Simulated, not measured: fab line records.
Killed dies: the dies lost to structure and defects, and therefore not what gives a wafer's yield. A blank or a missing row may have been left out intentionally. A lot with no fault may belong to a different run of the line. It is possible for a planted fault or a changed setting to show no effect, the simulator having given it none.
fab line records	flow n5Finfet
record lots=7	wafers=21
route steps=1938 shown FIN_SAQP@104 FIN_CUT@160 DUMMY_GATE@215 SD_EPI_N@288 SD_EPI_P@295
startH: the number of hours between the record's first day and the start of the first shown wafer of the lot	waitH: time in hours since the lot's previous step	" unchanged from the row above	L1.1+2: one row covering several wafers at once	- no value, or no start given	* or withheld: withheld	< > ~ a bound
route shown NAME@n: names a module that has steps shown in the file, with the first one's number in the route	usual: the fault-free wafers' mean and standard deviation	same: alike in all rows	chamber/n: place in a boat	sites: readings site by site	_std_site: standard deviation across them	_edge_site: inner sites' mean taken away from outer sites' mean	radiusMm: how far each site lies from the wafer's centre	mask NAME#n: copy n	behind: the most recent tool/chamber to have shaped the wafer	hold: why the lot went on hold/how many hours it stayed there/how the hold came to an end	device: the n, p or np transistor that did not switch	end of line: at the end of the route, the tests of the same wafers	a step with no rows: only its recipe	killed: the dies lost at the first sort to structure and to defects; this is not the yield of the wafer	map: per-die view of a wafer (x killed, . not killed, _ where there is no die)
set.NAME: the setting the step ran with; set.NAME@STEP: the setting that earlier step ran with	model.NAME: the simulator's own value behind a step, which no gauge read
lots where settings were altered on purpose, with a table for each step and a row for each wafer
## steps
# step N5_FIN_SAQP_COAT_50
# recipe resist=SiARC	tempC=220	timeS=60	spinRpm=1500	resistThkNm=35
lot.wafer	tool	chamber	startH	waitH	set.spinRpm	model.SiARC_of_FIN_SAQP_COAT_50.thkNm
L078.1	lithoTrack-02	0	-	-	1500	35.18
L078.2	"	0	"	"	1500	35.16
L078.5	"	0	"	"	1500	35.09
L080.2	lithoTrack-04	0	-	-	1500	34.9
L080.3	"	0	"	"	1500	35.08
L080.4	"	0	"	"	1500	34.93
L081.1	lithoTrack-05	0	-	-	1500	35.1
L081.2	"	0	"	"	1500	35.01
L081.4	"	0	"	"	1645	33.47
L082.1	lithoTrack-04	0	-	-	1500	34.86
L082.2	"	0	"	"	1500	35.08
L082.5	"	0	"	"	1500	35.02
L087.2	lithoTrack-05	0	-	-	1500	35.01
L087.4	"	0	"	"	1500	35.03
L087.5	"	0	"	"	1500	35.04
L089.2	lithoTrack-04	0	-	-	1500	34.93
L089.3	"	0	"	"	1413	36
L089.5	"	0	"	"	1413	36.08
L094.1	lithoTrack-04	0	-	-	1500	34.9
L094.2	"	0	"	"	1384	36.26
L094.6	"	0	"	"	1384	36.4
# step N5_FIN_SAQP_COAT_10
# recipe resist=CAR-ArF	spinRpm=1500	resistThkNm=90
# step N5_FIN_SAQP_EBR_12
# recipe solvent=PGMEA	ebrWidthMm=1.5
# step N5_FIN_SAQP_DESCUM_21
# recipe chemistry=O2	timeS=7.9	sourcePowerW=50	biasPowerW=20	pressureMtorr=20	rfFrequencyHz=2.712e+07	tempC=40	resist=CAR-ArF	o2FlowSccm=225
# step N5_FIN_SAQP_ETCH_51
# recipe chemistry=CF4	target=SiARC	targetDepthA=455	maskMaterial=CAR-ArF	timeS=75.8	ionEnergyEv=80	pressureMtorr=40	sourceW=545	biasW=36	Ar_flow_sccm=100	cf4FlowSccm=100	ends=cleared
lot.wafer	tool	chamber	startH	waitH	set.spinRpm@FIN_SAQP_COAT_50	model.etch.depthNm	model.CAR-ArF_of_FIN_SAQP_COAT_10.thkNm
L078.1	rieDiel-06	3	45.66	0.0	1500	35.18	50.8
L078.2	"	2	"	"	1500	35.16	50.39
L078.5	"	0	"	"	1500	35.09	50.47
L080.2	rieDiel-01	1	58.43	0.0	1500	34.9	50.91
L080.3	"	2	"	"	1500	35.08	50.58
L080.4	"	0	"	"	1500	34.93	51.15
L081.1	rieDiel-06	0	64.43	0.0	1500	35.1	50.71
L081.2	"	2	"	"	1500	35.01	51.05
L081.4	"	3	"	"	1645	33.47	52.25
L082.1	rieDiel-06	0	70.59	0.0	1500	34.86	51.23
L082.2	"	1	"	"	1500	35.08	50.67
L082.5	"	2	"	"	1500	35.02	50.91
L087.2	rieDiel-06	0	100.48	0.0	1500	35.01	51.07
L087.4	"	3	"	"	1500	35.03	51.03
L087.5	"	0	"	"	1500	35.04	50.87
L089.2	rieDiel-01	1	115.38	0.0	1500	34.93	50.87
L089.3	"	3	"	"	1413	36	49.83
L089.5	"	1	"	"	1413	36.08	49.78
L094.1	rieDiel-01	3	143.70	0.0	1500	34.9	51.03
L094.2	"	0	"	"	1384	36.26	49.81
L094.6	"	0	"	"	1384	36.4	49.84
# step N5_FIN_SAQP_ETCH_52
# recipe chemistry=N2/H2	target=SOC	targetDepthA=1000	overetchA=200	maskMaterial=SiARC	tempC=40	timeS=150	ionEnergyEv=200	pressureMtorr=30	sourceW=840	biasW=150	n2FlowSccm=200	h2FlowSccm=200	ends=endPoint
lot.wafer	tool	chamber	startH	waitH	set.spinRpm@FIN_SAQP_COAT_50	model.SiARC_of_FIN_SAQP_COAT_50.thkNm
L078.1	rieDiel-06	3	45.72	0.0	1500	29.23
L078.2	"	2	"	"	1500	29.28
L078.5	"	0	"	"	1500	29.51
L080.2	rieDiel-01	1	58.48	0.0	1500	29.08
L080.3	"	2	"	"	1500	29
L080.4	"	0	"	"	1500	29.37
L081.1	rieDiel-06	0	64.49	0.0	1500	29.59
L081.2	"	2	"	"	1500	29.13
L081.4	"	3	"	"	1645	27.53
L082.1	rieDiel-06	0	70.64	0.0	1500	29.3
L082.2	"	1	"	"	1500	29.15
L082.5	"	2	"	"	1500	29.16
L087.2	rieDiel-06	0	100.53	0.0	1500	29.45
L087.4	"	3	"	"	1500	29.11
L087.5	"	0	"	"	1500	29.53
L089.2	rieDiel-01	1	115.44	0.0	1500	29.2
L089.3	"	3	"	"	1413	30.2
L089.5	"	1	"	"	1413	30.32
L094.1	rieDiel-01	3	143.76	0.0	1500	28.9
L094.2	"	0	"	"	1384	30.79
L094.6	"	0	"	"	1384	30.92
# step N5_FIN_SAQP_STRIP_53
# recipe chemistry=N2/H2	tempC=40	n2FlowSccm=200	h2FlowSccm=200	rfFrequencyHz=6e+07
# step N5_FIN_SAQP_HM_OPEN_73
# recipe chemistry=CHF3/O2	target=SiO2	stopOn=a-Si	targetDepthA=120	overEtchFrac=1.8	maskMaterial=SOC	timeS=16.8	pressureMtorr=30	sourceW=650	biasW=170	Ar_flow_sccm=200	CHF3_flow_sccm=50	O2_flow_sccm=5	ionEnergyEv=200	ends=endPoint
# step N5_FIN_SAQP_ETCH_57
# recipe chemistry=CH3F/O2	target=SiNx	maskMaterial=SiO2	targetDepthA=325	timeS=46.4	pressureMtorr=30	sourceW=395	biasW=73	Ar_flow_sccm=150	CH3F_flow_sccm=30	O2_flow_sccm=20	ionEnergyEv=120	ends=cleared
# step N5_FIN_SAQP_ETCH_65
# recipe chemistry=CF4	target=SiO2	targetDepthA=40	ionEnergyEv=350	timeS=4.4	pressureMtorr=10	icpW=800	biasW=400	cf4FlowSccm=80
# step N5_FIN_SAQP_MANDREL_ETCH_58
# recipe chemistry=HBr/Cl2	target=a-Si	targetDepthA=450	btTimeS=10	stopOn=SiNx	maskMaterial=SiO2	overEtchFrac=0.8	timeS=27	pressureMtorr=10	icpW=800	biasW=75	HBr_flow_sccm=150	Cl2_flow_sccm=80	ends=endPoint
lot.wafer	tool	chamber	startH	waitH	set.timeS@FIN_SAQP_HM_DEP_03	model.SiNx_of_FIN_SAQP_HM_DEP_03.thkNm
L078.1	rieSi-06	3	48.08	0.0	33.6	37.8
L078.2	"	1	"	"	33.6	37.4
L078.5	"	2	"	"	33.6	38.4
L080.2	rieSi-06	1	60.79	0.0	31.24	35
L080.3	"	0	"	"	31.24	35.2
L080.4	"	2	"	"	33.6	38.86
L081.1	rieSi-03	1	66.80	0.0	33.6	37.39
L081.2	"	0	"	"	33.6	37.6
L081.4	"	3	"	"	33.6	38.01
L082.1	rieSi-06	3	73.03	0.0	33.6	37
L082.2	"	0	"	"	33.6	37.2
L082.5	"	1	"	"	35.13	39.8
L087.2	rieSi-06	3	103.34	0.0	30.12	33.6
L087.4	"	2	"	"	33.6	38.17
L087.5	"	3	"	"	33.6	38
L089.2	rieSi-02	0	117.80	0.0	29.76	34
L089.3	"	1	"	"	29.76	32.8
L089.5	"	1	"	"	29.76	34.6
L094.1	rieSi-06	3	146.60	0.0	29.23	32.6
L094.2	"	0	"	"	29.23	32
L094.6	"	1	"	"	33.6	38
# step N5_FIN_SAQP_RECESS_63
# recipe chemistry=HF/NH3	target=SiO2	targetDepthA=180	afsCycles=3	tempC=30	sublimationTempC=180	sublimationTimeS=60
# step N5_FIN_SAQP_COAT_68
# recipe resist=SOC	tempC=250	timeS=60	spinRpm=1500	resistThkNm=100
# step N5_FIN_SAQP_MANDREL2_REMOVE_60
# recipe chemistry=HBr/Cl2/O2	btTimeS=10	target=a-Si	stopOn=SiNx	endpoint=OES-SiCl	overEtchFrac=1	icpW=600	biasW=22	HBr_flow_sccm=150	Cl2_flow_sccm=80	O2_flow_sccm=5	pressureMtorr=10
# step N5_FIN_SAQP_HM_OPEN_33
# recipe chemistry=CH3F/O2	target=SiNx	maskMaterial=SiO2	targetDepthA=494	timeS=70.6	pressureMtorr=30	sourceW=395	biasW=73	Ar_flow_sccm=150	CH3F_flow_sccm=30	O2_flow_sccm=20	ionEnergyEv=120	ends=cleared
# usual etchRfOnTimeS=69.5/1.4
lot.wafer	tool	chamber	startH	waitH	set.timeS@FIN_SAQP_HM_DEP_03	etchRfOnTimeS	model.etch.depthNm
L078.1	rieDiel-06	0	49.58	0.0	33.6	69.9	37.18
L078.2	"	3	"	"	33.6	68.1	36.83
L078.5	"	2	"	"	33.6	69.4	37.77
L080.2	rieDiel-02	1	63.00	0.3	31.24	65.8	34.33
L080.3	"	0	"	"	31.24	65.1	34.54
L080.4	"	2	"	"	33.6	71.7	38.23
L081.1	rieDiel-02	3	68.36	0.0	33.6	68.7	36.76
L081.2	"	2	"	"	33.6	69.5	37.06
L081.4	"	1	"	"	33.6	71.9	37.38
L082.1	rieDiel-06	0	74.47	0.1	33.6	68.4	36.4
L082.2	"	3	"	"	33.6	67.4	36.57
L082.5	"	2	"	"	35.13	72.0	39.24
L087.2	rieDiel-06	1	105.93	0.4	30.12	61.9	33.07
L087.4	"	3	"	"	33.6	69.7	37.54
L087.5	"	0	"	"	33.6	70.6	37.3
L089.2	rieDiel-01	1	119.41	0.1	29.76	62.1	33.43
L089.3	"	0	"	"	29.76	61.3	32.23
L089.5	"	2	"	"	29.76	63.1	34.02
L094.1	rieDiel-01	3	148.07	0.0	29.23	58.7	32.06
L094.2	"	0	"	"	29.23	60.9	31.43
L094.6	"	0	"	"	33.6	72.0	37.42
# step N5_FIN_SAQP_ETCH_34
# recipe chemistry=C4F6/O2	target=SiO2	targetDepthA=450	timeS=15	ionEnergyEv=250	pressureMtorr=30	sourceW=345	biasW=185	Ar_flow_sccm=300	C4F6_flow_sccm=10	O2_flow_sccm=10	ends=cleared
# step N5_FIN_SAQP_STRIP_77
# recipe chemistry=N2/H2	timeS=90	powerW=100	tempC=40	pressureMtorr=100	rfFrequencyHz=6e+07	biasPowerW=3	n2FlowSccm=300	h2FlowSccm=300
# step N5_FIN_SAQP_ETCH_64
# recipe chemistry=CF4	target=SiO2	targetDepthA=15	ionEnergyEv=350	pressureMtorr=10	icpW=800	biasW=400	cf4FlowSccm=80
lot.wafer	tool	chamber	startH	waitH	set.timeS@FIN_SAQP_HM_DEP_03	model.SiNx_of_FIN_SAQP_HM_DEP_03.thkNm
L078.1	rieSi-03	2	49.85	0.0	33.6	32.4
L078.2	"	3	"	"	33.6	32
L078.5	"	2	"	"	33.6	33
L080.2	rieSi-02	1	63.26	0.0	31.24	29.4
L080.3	"	3	"	"	31.24	29.6
L080.4	"	2	"	"	33.6	33.4
L081.1	rieSi-02	0	68.62	0.0	33.6	32
L081.2	"	2	"	"	33.6	32.2
L081.4	"	1	"	"	33.6	32.6
L082.1	rieSi-02	0	74.73	0.0	33.6	31.6
L082.2	"	1	"	"	33.6	31.8
L082.5	"	0	"	"	35.13	34.4
L087.2	rieSi-03	1	106.19	0.0	30.12	28.2
L087.4	"	2	"	"	33.6	32.8
L087.5	"	2	"	"	33.6	32.6
L089.2	rieSi-02	2	119.67	0.0	29.76	28.6
L089.3	"	0	"	"	29.76	27.6
L089.5	"	1	"	"	29.76	29.2
L094.1	rieSi-02	2	148.34	0.0	29.23	27.2
L094.2	"	1	"	"	29.23	26.8
L094.6	"	1	"	"	33.6	32.8
# step N5_FIN_CUT_EXPOSE_05
# recipe maskId=FIN_CUT	na=0.33	sourceShape=annular	sigmaInner=0.35	sigmaOuter=0.8	polarization=unpolarized	doseMj=45.75
lot.wafer	tool	chamber	startH	waitH	mask	set.doseMj
L078.1+2+5	euvScanner-02	0	50.42	-	FIN_CUT#0	45.75
L080.2+4	euvScanner-02	0	63.87	-	FIN_CUT#0	49.02
L080.3	"	0	"	"	FIN_CUT#0	45.75
L081.1+2+4	euvScanner-01	0	69.19	-	FIN_CUT#0	45.75
L082.1+2+5	euvScanner-02	0	75.31	-	FIN_CUT#0	45.75
L087.2	euvScanner-01	0	110.03	-	FIN_CUT#0	45.75
L087.4+5	"	0	"	"	FIN_CUT#0	44.21
L089.2+3	euvScanner-01	0	120.12	-	FIN_CUT#0	46.78
L089.5	"	0	"	"	FIN_CUT#0	45.75
L094.1+2+6	euvScanner-01	0	148.77	-	FIN_CUT#0	45.75
# step N5_FIN_CUT_PEB_06
# recipe pebTempC=100	pebTimeS=60	resist=CAR-EUV
# step N5_FIN_CUT_DEVELOP_07
# recipe developTimeS=30	developer=TMAH	resist=CAR-EUV	rinseLiquid=surfactantRinse	dry=airSpin	devTempC=23
# step N5_FIN_CUT_DESCUM_13
# recipe chemistry=O2	timeS=7	sourcePowerW=50	biasPowerW=20	pressureMtorr=20	rfFrequencyHz=2.712e+07	tempC=40	resist=CAR-EUV	o2FlowSccm=225
# step N5_FIN_CUT_ETCH_30
# recipe chemistry=N2/H2	target=underlayer	targetDepthA=130	maskMaterial=CAR-EUV	timeS=10.4	ionEnergyEv=200	pressureMtorr=30	sourceW=840	biasW=150	n2FlowSccm=200	h2FlowSccm=200	ends=cleared
lot.wafer	tool	chamber	startH	waitH	set.doseMj@FIN_CUT_EXPOSE_05	model.FIN_CUT.cdOffsetNm
L078.1+2	rieDiel-03	1,0	50.71	0.0	45.75	0.2
L078.5	"	0	"	"	45.75	0
L080.2	rieDiel-04	0	64.15	0.0	49.02	1
L080.3	"	2	"	"	45.75	-0.2
L080.4	"	3	"	"	49.02	1.4
L081.1+2	rieDiel-05	2,1	69.69	0.0	45.75	0
L081.4	"	0	"	"	45.75	-0.2
L082.1+5	rieDiel-05	3	75.61	0.0	45.75	-0.2
L082.2	"	2	"	"	45.75	-0.4
L087.2	rieDiel-05	2	110.75	0.0	45.75	0
L087.4+5	"	3	"	"	44.21	-0.4
L089.2	rieDiel-03	1	120.75	0.0	46.78	0.2
L089.3	"	0	"	"	46.78	0.4
L089.5	"	1	"	"	45.75	-0.2
L094.1+2+6	rieDiel-03	1,3,0	149.63	0.0	45.75	0
# step N5_FIN_CUT_ETCH_20
# recipe chemistry=CF4	target=SiARC	targetDepthA=260	maskMaterial=CAR-EUV	timeS=43.3	ionEnergyEv=80	pressureMtorr=40	sourceW=545	biasW=36	Ar_flow_sccm=100	cf4FlowSccm=100	ends=cleared
lot.wafer	tool	chamber	startH	waitH	set.doseMj@FIN_CUT_EXPOSE_05	model.FIN_CUT.cdOffsetNm
L078.1+2	rieDiel-03	1,0	50.73	0.0	45.75	0.2
L078.5	"	0	"	"	45.75	-0.2
L080.2	rieDiel-04	0	64.17	0.0	49.02	1
L080.3	"	2	"	"	45.75	-0.2
L080.4	"	3	"	"	49.02	1.6
L081.1+4	rieDiel-05	2,0	69.71	0.0	45.75	0
L081.2	"	1	"	"	45.75	0.2
L082.1	rieDiel-05	3	75.63	0.0	45.75	-0.2
L082.2	"	2	"	"	45.75	-0.4
L082.5	"	3	"	"	45.75	0
L087.2	rieDiel-05	2	110.77	0.0	45.75	0
L087.4+5	"	3	"	"	44.21	-0.4
L089.2+3	rieDiel-03	1,0	120.77	0.0	46.78	0.2
L089.5	"	1	"	"	45.75	-0.2
L094.1+2+6	rieDiel-03	1,3,0	149.65	0.0	45.75	0
# step N5_FIN_CUT_ETCH_21
# recipe chemistry=N2/H2	target=SOC	targetDepthA=2190	overetchA=438	maskMaterial=SiARC	tempC=40	ionEnergyEv=100	biasW=61	timeS=523.5	pressureMtorr=30	sourceW=850	n2FlowSccm=200	h2FlowSccm=200
lot.wafer	tool	chamber	startH	waitH	set.timeS	model.SiARC_of_FIN_CUT_COAT_19.thkNm
L078.1+5	rieDiel-03	1,0	50.77	0.0	523.5	11.8
L078.2	"	0	"	"	523.5	12
L080.2+3	rieDiel-04	0,2	64.21	0.0	523.5	11.6
L080.4	"	3	"	"	523.5	11.8
L081.1+4	rieDiel-05	2,0	69.75	0.0	523.5	12
L081.2	"	1	"	"	523.5	12.4
L082.1+5	rieDiel-05	3	75.67	0.0	583.2	11
L082.2	"	2	"	"	523.5	12
L087.2	rieDiel-05	2	110.81	0.0	482.1	12.6
L087.4	"	3	"	"	482.1	12.4
L087.5	"	3	"	"	523.5	11.8
L089.2	rieDiel-03	1	120.81	0.0	523.5	12
L089.3	"	0	"	"	595.1	10.8
L089.5	"	1	"	"	523.5	11.8
L094.1	rieDiel-03	1	149.69	0.0	523.5	12
L094.2	"	3	"	"	616.4	10
L094.6	"	0	"	"	616.4	10.6
# step N5_DUMMY_GATE_CVD_03
# recipe material=a-Si	targetThkA=1500	tempC=530	precursor=SiH4	timeS=8042
lot.wafer	tool	chamber	startH	waitH	set.tempC	model.a-Si_of_DUMMY_GATE_CVD_03.thkNm
L078.1	lpcvd-02	0/90	61.30	0.1	530	149.6
L078.2	"	0/95	"	"	530	148.4
L078.5	"	0/109	"	"	530	149.8
L080.2	-	-	-	0.1	539	192
L080.3	"	-	"	"	539	192.4
L080.4	"	-	"	"	539	191.6
L081.1	-	-	-	0.1	519.4	108
L081.2	"	-	"	"	519.4	108.6
L081.4	"	-	"	"	519.4	107.8
L082.1	-	-	-	0.1	510.9	86
L082.2	"	-	"	"	510.9	85.4
L082.5	"	-	"	"	510.9	86.2
L087.2	-	-	-	0.1	551.9	271.8
L087.4	"	-	"	"	551.9	271.4
L087.5	"	-	"	"	551.9	271
L089.2	-	-	-	0.1	543	214.8
L089.3	"	-	"	"	543	214.6
L089.5	"	-	"	"	543	215
L094.1	-	-	-	0.1	552.8	278.4
L094.2	"	-	"	"	552.8	279.4
L094.6	"	-	"	"	552.8	278.8
# step N5_SD_EPI_N_EPI_21
# recipe material=Si:P	dopant=P	tempC=680	pressureTorr=255	timeS=690
lot.wafer	tool	chamber	startH	waitH	set.tempC
L078.1+2+5	epiRpcvd-01	0	74.12	0.1	680
L080.2+3+4	epiRpcvd-02	0	91.01	0.4	680
L081.1+2+4	epiRpcvd-01	0	92.81	0.2	680
L082.1+2+5	epiRpcvd-02	0	99.46	0.1	680
L087.2+4	epiRpcvd-01	0	136.67	0.4	680
L087.5	"	0	"	"	678.5
L089.2+3+5	epiRpcvd-01	0	144.07	0.4	680
L094.1+6	epiRpcvd-02	0	173.65	0.1	678.2
L094.2	"	0	"	"	680
# step N5_SD_EPI_P_COAT_34
# recipe resist=SOC	tempC=250	timeS=60	spinRpm=1500	resistThkNm=350
lot.wafer	tool	chamber	startH	waitH	set.spinRpm	model.SOC_of_SD_EPI_P_COAT_34.thkNm
L078.1	lithoTrack-04	0	76.47	0.0	1500	351.2
L078.2	"	0	"	"	1500	353
L078.5	"	0	"	"	1500	350.6
L080.2	lithoTrack-01	0	93.60	0.0	1500	349
L080.3	"	0	"	"	1500	349.6
L080.4	"	0	"	"	1500	350.2
L081.1	lithoTrack-01	0	95.83	0.0	1500	351.2
L081.2	"	0	"	"	1500	352.6
L081.4	"	0	"	"	1544	346.6
L082.1	lithoTrack-04	0	101.77	0.0	1500	349.8
L082.2	"	0	"	"	1455	354
L082.5	"	0	"	"	1455	353.4
L087.2	lithoTrack-04	0	138.73	0.0	1553	343.4
L087.4	"	0	"	"	1500	349.2
L087.5	"	0	"	"	1553	344.4
L089.2	lithoTrack-04	0	146.26	0.0	1579	341.8
L089.3	"	0	"	"	1500	350.4
L089.5	"	0	"	"	1500	350.8
L094.1	lithoTrack-01	0	175.95	0.0	1500	348.4
L094.2	"	0	"	"	1635	334.8
L094.6	"	0	"	"	1635	334.6
# step N5_SD_EPI_P_COAT_35
# recipe resist=SiARC	tempC=220	timeS=60	spinRpm=1500	resistThkNm=35
# step N5_SD_EPI_P_COAT_03
# recipe resist=CAR-ArF-block	spinRpm=1500	resistThkNm=150
# step N5_SD_EPI_P_EPI_21
# recipe material=SiGe:B	dopant=B	tempC=550	pressureTorr=20	ambient=H2	timeS=355
# step N5_SD_EPI_P_HM_STRIP_48
# recipe chemistry=H3PO4	tempC=160	material=SiNx	target=SiNx	targetDepthA=30	overetchFraction=0.3
lot.wafer	tool	chamber	startH	waitH	set.tempC@SD_EPI_N_EPI_21	model.Si-P_of_SD_EPI_N_EPI_21.thkNm
L078.1	wetBench-06	0	80.46	0.0	680	57.4
L078.2	"	6	"	"	680	58.4
L078.5	"	4	"	"	680	58
L080.2+3	wetBench-06	7,1	97.52	0.0	680	58.8
L080.4	"	5	"	"	680	58.4
L081.1	wetBench-06	1	99.86	0.0	680	58
L081.2+4	"	2,0	"	"	680	58.6
L082.1	wetBench-01	4	105.81	0.0	680	57.8
L082.2	"	5	"	"	680	58.4
L082.5	"	2	"	"	680	58.2
L087.2+4	wetBench-04	1,6	143.22	0.0	680	58.4
L087.5	"	2	"	"	678.5	56.8
L089.2	wetBench-01	5	150.33	0.0	680	58.8
L089.3	"	6	"	"	680	58
L089.5	"	1	"	"	680	58.6
L094.1+6	wetBench-04	3,0	179.99	0.0	678.2	56.4
L094.2	"	1	"	"	680	58.4
## key
split step=N5_FIN_SAQP_COAT_50	setting=spinRpm	stated=1500	by=wafer
response step=N5_FIN_SAQP_COAT_50	reading=model.SiARC_of_FIN_SAQP_COAT_50.thkNm	change=-0.176	per=1%	r=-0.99
response step=N5_FIN_SAQP_ETCH_51	reading=model.etch.depthNm	change=-0.176	per=1%	r=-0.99
response step=N5_FIN_SAQP_ETCH_51	reading=model.CAR-ArF_of_FIN_SAQP_COAT_10.thkNm	change=+0.154	per=1%	r=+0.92
response step=N5_FIN_SAQP_ETCH_52	reading=model.SiARC_of_FIN_SAQP_COAT_50.thkNm	change=-0.208	per=1%	r=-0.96
split step=N5_FIN_CUT_EXPOSE_05	setting=doseMj	stated=45.75	by=wafer
response step=N5_FIN_CUT_ETCH_30	reading=model.FIN_CUT.cdOffsetNm	change=+0.185	per=1%	r=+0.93
response step=N5_FIN_CUT_ETCH_20	reading=model.FIN_CUT.cdOffsetNm	change=+0.192	per=1%	r=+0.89
split step=N5_FIN_CUT_ETCH_21	setting=timeS	stated=523.5	by=wafer
response step=N5_FIN_CUT_ETCH_21	reading=model.SiARC_of_FIN_CUT_COAT_19.thkNm	change=-0.0895	per=1%	r=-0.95
split step=N5_DUMMY_GATE_CVD_03	setting=tempC	stated=530	by=lot
response step=N5_DUMMY_GATE_CVD_03	reading=model.a-Si_of_DUMMY_GATE_CVD_03.thkNm	change=+24.8	per=1%	r=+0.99
split step=N5_SD_EPI_N_EPI_21	setting=tempC	stated=680	by=wafer
response step=N5_SD_EPI_P_HM_STRIP_48	reading=model.Si-P_of_SD_EPI_N_EPI_21.thkNm	change=+7.43	per=1%	r=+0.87
split step=N5_SD_EPI_P_COAT_34	setting=spinRpm	stated=1500	by=wafer
response step=N5_SD_EPI_P_COAT_34	reading=model.SOC_of_SD_EPI_P_COAT_34.thkNm	change=-1.55	per=1%	r=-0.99
split outsideThisFile step=N5_FIN_SAQP_HM_DEP_03 setting=timeS
# split outsideThisFile: this setting was split too, and the file shows its column; the key of that split is in another file
